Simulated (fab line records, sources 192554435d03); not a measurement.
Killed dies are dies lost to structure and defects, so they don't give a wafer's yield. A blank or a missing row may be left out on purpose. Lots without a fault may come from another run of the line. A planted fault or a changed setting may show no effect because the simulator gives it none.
Chamber matching | flow n5_finfet | N5_BEOL_M0_SAQP_MANDREL_ETCH_103 on rie_si-06: 4 sister chambers
The step etches a-Si in HBr/Cl2, stops on SiCN, target depth 45 nm, bt time 10 s, time 27 s. 4 wafers are shown with their chamber, then 10 later ones without.

WAFERS WITH THEIR CHAMBER
wafer  | chamber | throttle_valve_pct (%)
L079.5 | 2       | 35.7
L084.6 | 0       | 35.0
L085.1 | 1       | 35.1
L085.4 | 3       | 36.1

WAFERS WITHOUT THEIR CHAMBER
wafer  | throttle_valve_pct (%)
L085.5 | 36.1
L088.1 | 36.1
L088.2 | 35.0
L088.4 | 35.0
L092.1 | 35.1
L092.2 | 35.7
L092.5 | 35.1
L095.1 | 35.1
L095.4 | 35.8
L095.5 | 35.1

WHICH CHAMBER EACH WENT THROUGH
wafer  | from the rows above | in truth
L085.5 | 3                   | 3
L088.1 | 3                   | 3
L088.2 | 0                   | 0
L088.4 | 0                   | 0
L092.1 | 1                   | 1
L092.2 | 2                   | 2
L092.5 | 1                   | 1
L095.1 | 1                   | 1
L095.4 | 2                   | 2
L095.5 | 1                   | 1
Placed correctly: 10 of 10. Can't be placed from these rows: 0. Placed wrongly: 0.
How it was worked out, from the rows above alone: a wafer's distance from a chamber is the root of the sum, over the readings, of the square of ((its reading less the chamber's mean) divided by the reading's scatter). The wafer belongs to the nearest chamber; if the next one is less than 2 further off, it can't be placed. A chamber's mean is the mean of its shown wafers. The scatter: with one shown wafer a chamber, the root of the mean of the squares of how far each hidden wafer lies from its nearest shown one.
